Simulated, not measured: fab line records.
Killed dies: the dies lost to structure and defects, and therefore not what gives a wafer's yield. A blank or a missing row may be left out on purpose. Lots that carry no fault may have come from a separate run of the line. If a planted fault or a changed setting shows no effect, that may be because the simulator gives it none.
fab line records | flow nand-harc | part 2 of 2: steps 5 to 6 of 6
[record] lots = 23 wafers = 69 last-day = 25
route steps=1159 shown P_ZERO_WELL@16 P_GATE@148 P_CONTACT@237
lots that met no fault: from a run of the same line without faults
start-h: hours from the record's first day to the start of the lot's first wafer shown | wait-h: hours from the lot's prior step to this one | " unchanged from the row above | L1.1+2: several wafers, shown together as one row | - no value, or no start given | * or withheld: withheld | < > ~ a bound
route shown NAME@n: a module of which the file shows steps, and the number in the route of the first | usual: average and standard deviation across the fault-free wafers | same: alike in all rows | chamber/n: place in a boat | sites: per-site readings | _std_site: standard deviation across them | _edge_site: mean of outer sites minus mean of inner sites | radius-mm: for every site, how far away it sits from the centre of the wafer | mask NAME#n: copy n | behind: the last tool/chamber to shape the wafer | hold: the reason the lot was held/the length of the hold in hours/how it ended | device: which transistor (n, p or np) failed to switch | end of line: at the end of the route, the tests of the same wafers | a step with no rows: only its recipe | killed: count of dies lost to structure and defects at first sort (not the wafer's yield) | map: per-die view of a wafer (x killed, . not killed, _ where there is no die)
set.NAME: the setting that was run; set.NAME@STEP: the one run at that earlier step | model.NAME: the simulator's own value behind a step, which no gauge read
the route's steps for a sample of lots (tables are steps, rows are wafers)
services: when a tool's chamber went out of use (start-h, in hours from the record's first day, below 0 if earlier), for how many hours, and the reason
[[steps]]
[step NHARC_P_GATE_RTA_64]
[recipe] temp-c = 1050 time-s = 1
[usual] lamp-power-pct = 33.6/2.4 lamp_zone_3_pct = 33.6/2.4 lamp_zone_6_pct = 33.5/2.4 wafer_temp_C_max = 1057.0/2.1
// columns lot.wafer tool chamber start-h wait-h lamp-power-pct lamp_zone_3_pct lamp_zone_6_pct wafer_temp_C_max
L074.1 rtp-anneal-02 0 111.12 - 37.3 37.3 37.3 1053.9
L074.2 " 0 " " 37.3 37.3 37.2 1054.2
L074.5 " 0 " " 37.3 37.4 37.1 1056.8
L075.1 rtp-anneal-02 0 111.92 - 37.3 37.3 37.3 1054.2
L075.2 " 0 " " 37.3 37.3 37.2 1054.2
L075.4 " 0 " " 37.3 37.3 37.2 1053.7
L076.1 rtp-anneal-02 0 125.09 - 37.3 37.3 37.2 1054.3
L076.5 " 0 " " 37.4 37.2 37.3 1053.1
L076.6 " 0 " " 37.3 37.3 37.2 1056.7
L077.1 rtp-anneal-01 0 126.44 - 32.0 32.0 32.0 1055.5
L077.3 " 0 " " 32.0 32.0 32.0 1056.0
L077.6 " 0 " " 32.0 32.0 32.0 1056.4
L079.1 rtp-anneal-01 0 131.43 - 32.1 32.0 32.0 1056.0
L079.4 " 0 " " 32.1 32.0 31.9 1059.1
L079.6 " 0 " " 32.0 32.0 32.0 1060.2
L078.3 rtp-anneal-01 0 131.80 - 32.1 32.1 32.0 1058.0
L078.4 " 0 " " 32.1 32.1 32.0 1058.7
L078.5 " 0 " " 32.1 32.0 32.0 1058.6
L081.2 rtp-anneal-01 0 149.31 - 32.0 32.0 32.0 1058.4
L081.3 " 0 " " 32.0 32.0 32.0 1056.1
L081.4 " 0 " " 32.0 32.0 31.9 1058.3
L082.2 rtp-anneal-01 0 149.79 - 31.9 32.0 31.9 1059.5
L082.3 " 0 " " 32.0 32.0 31.9 1058.8
L082.5 " 0 " " 32.0 32.0 32.0 1057.1
L080.1 rtp-anneal-02 0 150.06 - 37.3 37.4 37.2 1055.6
L080.5 " 0 " " 37.3 37.3 37.2 1054.5
L080.6 " 0 " " 37.3 37.3 37.2 1055.7
L083.2 rtp-anneal-01 0 160.51 - 32.1 32.1 32.0 1058.0
L083.3 " 0 " " 32.0 32.0 31.9 1057.9
L083.5 " 0 " " 32.0 32.0 31.9 1058.1
L084.1 rtp-anneal-01 0 161.25 - 32.1 32.0 32.0 1064.2
L084.4 " 0 " " 32.1 32.0 32.0 1057.0
L084.6 " 0 " " 32.0 32.0 32.0 1058.4
L086.1 rtp-anneal-01 0 185.69 - 32.0 32.1 32.0 1056.2
L086.5 " 0 " " 32.0 32.0 32.0 1057.6
L086.6 " 0 " " 32.1 32.0 32.0 1057.6
L087.1 rtp-anneal-01 0 187.52 - 32.0 32.0 32.0 1057.5
L087.3 " 0 " " 32.0 32.0 31.9 1055.5
L087.5 " 0 " " 32.0 32.0 32.0 1060.2
L088.3 rtp-anneal-02 0 192.51 - 37.3 37.3 37.3 1053.1
L088.5 " 0 " " 37.2 37.3 37.3 1053.0
L088.6 " 0 " " 37.3 37.3 37.2 1055.3
L089.1 rtp-anneal-01 0 197.64 - 32.0 32.0 31.9 1058.3
L089.3 " 0 " " 32.0 31.9 31.9 1060.2
L089.6 " 0 " " 32.0 32.0 31.9 1058.1
L090.1 rtp-anneal-02 0 205.38 - 37.3 37.3 37.2 1055.1
L090.2 " 0 " " 37.3 37.2 37.2 1052.6
L090.6 " 0 " " 37.3 37.3 37.2 1053.9
L091.1 rtp-anneal-01 0 210.77 - 32.0 32.0 32.0 1055.8
L091.3 " 0 " " 32.0 32.0 32.0 1057.5
L091.4 " 0 " " 32.0 32.0 32.0 1056.5
L093.4 rtp-anneal-01 0 215.86 - 32.1 32.0 32.0 1059.6
L093.5 " 0 " " 32.0 32.1 32.0 1056.6
L093.6 " 0 " " 32.1 32.0 32.0 1058.2
L092.2 rtp-anneal-02 0 216.76 - 37.3 37.3 37.2 1057.1
L092.4 " 0 " " 37.3 37.4 37.3 1054.8
L092.5 " 0 " " 37.3 37.3 37.3 1053.8
L095.1 rtp-anneal-01 0 233.17 - 32.1 32.0 32.0 1057.4
L095.2 " 0 " " 32.1 32.1 32.0 1057.1
L095.4 " 0 " " 32.0 32.0 32.0 1058.8
L094.3 rtp-anneal-01 0 233.82 - 32.0 32.0 32.0 1056.6
L094.4 " 0 " " 32.0 32.1 32.0 1057.9
L094.5 " 0 " " 32.0 32.0 32.0 1057.7
L096.3 rtp-anneal-01 0 240.15 - 32.0 32.0 32.0 1060.0
L096.5 " 0 " " 32.1 32.0 32.0 1058.5
L096.6 " 0 " " 32.1 32.0 32.0 1058.6
L097.1 rtp-anneal-01 0 240.77 - 32.0 32.1 32.0 1057.6
L097.5 " 0 " " 32.0 32.0 31.9 1058.2
L097.6 " 0 " " 32.1 32.0 31.9 1056.5
[step NHARC_P_CONTACT_ETCH_36]
[recipe] target-depth-a = 2600 over-etch-frac = 0.25 time-s = 406.25 ion-energy-ev = 200 n2-flow-sccm = 150 h2-flow-sccm = 150 ar-flow-sccm = 0 rf-w = 400 bias-w = 150 chemistry = N2/H2
[usual] drypump-motor-current-A = 5.7/0.51 oes-product-au = 1.001/0.0093 rf-fwd-power-W = 399.3/1.3 rf-vpp-V = 430.4/2.3 showerhead-plenum-p-Torr = 2.03/0.083 throttle-valve-pct = 14.171/0.0095
// columns lot.wafer tool chamber start-h wait-h drypump-motor-current-A oes-product-au rf-fwd-power-W rf-hours-counter-h rf-vpp-V showerhead-plenum-p-Torr throttle-valve-pct
L074.2 rie-diel-01 0 - - 5.5 0.982 400.8 15 431.4 2.05 14.180
L074.1 " 2 " " 5.5 1.004 397.9 15 431.8 2.08 14.183
L074.5 " 2 " " 5.5 1.005 399.9 - 432.3 2.08 14.188
L075.1 rie-diel-12 2 - - 5.5 1.000 401.0 31 434.6 2.21 14.159
L075.2 " 3 " " 5.2 0.998 397.4 32 434.5 2.18 14.200
L075.4 " 0 " " 5.7 1.009 396.9 30 428.4 2.00 14.186
L076.1 rie-diel-11 3 - - 6.2 1.004 398.4 10 427.5 1.93 14.169
L076.6 " 0 " " 6.5 1.014 399.5 - 427.7 1.94 14.177
L076.5 " 1 " " 5.0 1.004 399.1 - 432.0 2.16 14.178
L077.1 rie-diel-11 3 - - 6.2 0.990 402.6 10 426.1 1.93 14.168
L077.3 " 2 " " 5.8 1.002 399.3 10 429.0 2.02 14.171
L077.6 " 0 " " 6.5 1.013 400.7 - 429.0 1.94 14.167
L079.4 rie-diel-11 3 - - 6.2 0.984 399.4 11 427.3 1.93 14.175
L079.1 " 2 " " 5.9 1.004 400.6 11 428.8 2.02 14.159
L079.6 " 3 " " 6.2 0.988 400.3 - 426.9 1.93 14.171
L078.4 rie-diel-01 0 - - 5.5 0.989 398.2 17 430.1 2.05 14.157
L078.3 " 3 " " 5.2 1.005 398.2 15 432.5 2.09 14.164
L078.5 " 1 " " 5.1 0.997 398.3 - 428.7 1.97 14.169
L081.4 rie-diel-11 3 - - 6.2 0.986 398.9 13 427.0 1.93 14.187
L081.2 " 0 " " 6.4 1.003 399.4 13 428.9 1.94 14.144
L081.3 " 2 " " 5.8 1.000 398.2 12 429.7 2.02 14.168
L082.2 rie-diel-01 3 - - 5.2 1.011 399.9 0 431.5 2.09 14.162
L082.3 " 1 " " 5.1 1.009 399.7 0 428.2 1.97 14.163
L082.5 " 3 " " 5.2 1.003 399.5 - 433.2 2.09 14.155
L080.1 rie-diel-11 1 - - 5.0 0.996 397.5 12 431.4 2.16 14.181
L080.5 " 0 " " 6.5 1.013 398.2 - 427.4 1.94 14.167
L080.6 " 1 " " 5.0 1.001 397.2 - 433.8 2.16 14.176
L083.2 rie-diel-01 3 - - 5.2 1.005 398.9 2 433.0 2.09 14.163
L083.3 " 1 " " 5.1 0.997 398.2 2 428.6 1.97 14.182
L083.5 " 3 " " 5.2 1.009 400.4 - 432.5 2.09 14.169
L084.4 rie-diel-01 1 - - 5.1 1.001 397.7 3 429.6 1.97 14.166
L084.1 " 3 " " 5.2 1.024 400.3 2 430.4 2.09 14.174
L084.6 " 0 " " 5.5 1.008 397.9 - 429.5 2.05 14.171
L086.1 rie-diel-11 3 - - 6.2 0.995 399.7 16 426.8 1.93 14.158
L086.6 " 0 " " 6.4 1.008 398.7 - 427.9 1.94 14.180
L086.5 " 1 " " 5.0 0.995 399.1 - 434.0 2.15 14.169
L087.1 rie-diel-12 1 - - 6.0 1.007 398.5 61 431.3 2.00 14.176
L087.3 " 2 " " 5.5 0.992 400.9 60 435.6 2.20 14.181
L087.5 " 2 " " 5.6 0.987 400.4 - 435.2 2.20 14.176
L088.3 rie-diel-12 2 - - 5.6 0.976 396.3 63 434.3 2.20 14.165
L088.6 " 0 " " 5.6 0.996 397.3 - 429.3 1.99 14.174
L088.5 " 1 " " 6.0 1.005 399.2 - 429.0 2.00 14.149
L089.1 rie-diel-11 1 - - 5.0 1.002 400.7 0 434.6 2.15 14.180
L089.3 " 3 " " 6.2 0.995 399.5 0 428.0 1.93 14.174
L089.6 " 2 " " 5.8 0.984 400.8 - 430.9 2.01 14.174
L090.1 rie-diel-01 3 - - 5.2 0.993 399.9 7 433.1 2.09 14.155
L090.2 " 2 " " 5.5 1.007 399.8 6 431.7 2.08 14.184
L090.6 " 3 " " 5.2 1.002 399.5 - 432.4 2.09 14.152
L091.3 rie-diel-11 2 - - 5.8 0.997 399.6 2 429.3 2.01 14.172
L091.4 " 0 " " 6.5 1.026 397.9 1 427.3 1.93 14.166
L091.1 " 1 " " 5.0 1.004 401.4 2 433.4 2.15 14.164
L093.4 rie-diel-11 0 - - 6.5 1.013 401.9 2 427.1 1.93 14.166
L093.6 " 3 " " 6.2 0.985 400.0 - 427.4 1.93 14.176
L093.5 " 0 " " 6.5 0.994 402.3 - 428.6 1.94 14.170
L092.4 rie-diel-11 0 - - 6.4 1.016 400.1 2 428.4 1.93 14.172
L092.2 " 1 " " 5.0 1.002 399.5 2 433.1 2.15 14.166
L092.5 " 3 " " 6.2 1.008 399.9 - 427.1 1.93 14.167
L095.4 rie-diel-01 0 - - 5.4 0.997 398.8 9 430.5 2.05 14.162
L095.2 " 1 " " 5.1 1.001 400.0 9 428.7 1.96 14.166
L095.1 " 3 " " 5.2 0.992 399.7 9 433.1 2.09 14.164
L094.4 rie-diel-11 1 - - 5.0 1.004 399.7 3 432.5 2.15 14.171
L094.3 " 3 " " 6.2 0.982 401.3 3 427.4 1.93 14.162
L094.5 " 0 " " 6.5 1.015 398.6 - 428.0 1.93 14.168
L096.3 rie-diel-11 2 - - 5.8 0.992 399.6 4 429.6 2.01 14.175
L096.6 " 1 " " 5.0 1.010 399.4 - 433.7 2.15 14.174
L096.5 " 2 " " 5.9 0.994 400.4 - 430.1 2.01 14.186
L097.1 rie-diel-01 3 - - 5.2 1.002 398.5 10 431.3 2.09 14.165
L097.5 " 1 " " 5.1 1.006 398.9 - 428.1 1.96 14.170
L097.6 " 2 " " 5.5 1.004 399.5 - 432.2 2.08 14.173
[[services]]
// columns tool chamber start-h hours kind
rie-diel-11 2 -1.63 7.1 repair
rie-diel-05 0 6.96 2.6 repair
rie-diel-11 - 12.50 9.0 pm
rie-diel-01 3 20.13 10.3 repair
rie-diel-11 - 23.85 0.3 repair
rie-diel-07 1 38.47 7.5 repair
rie-diel-11 0 41.85 2.7 repair
rie-diel-07 - 51.20 9.0 pm
rie-diel-02 - 58.73 0.8 repair
rie-diel-07 0 92.64 4.2 repair
rie-diel-02 3 93.50 17.5 repair
rie-diel-05 2 93.81 9.7 repair
rie-diel-01 1 112.96 11.6 repair
rie-diel-01 2 120.72 12.2 repair
rie-diel-01 - 137.80 9.0 pm
rie-diel-02 - 140.44 1.9 repair
rie-diel-07 2 148.40 42.1 repair
rie-diel-02 - 150.83 9.0 pm
rie-diel-11 1 162.50 7.7 repair
rie-diel-07 0 189.71 6.5 repair
rie-diel-01 - 191.69 1.1 repair
rie-diel-11 3 203.84 4.4 repair
rie-diel-01 0 211.93 13.9 repair
rie-diel-11 0 237.25 3.6 repair
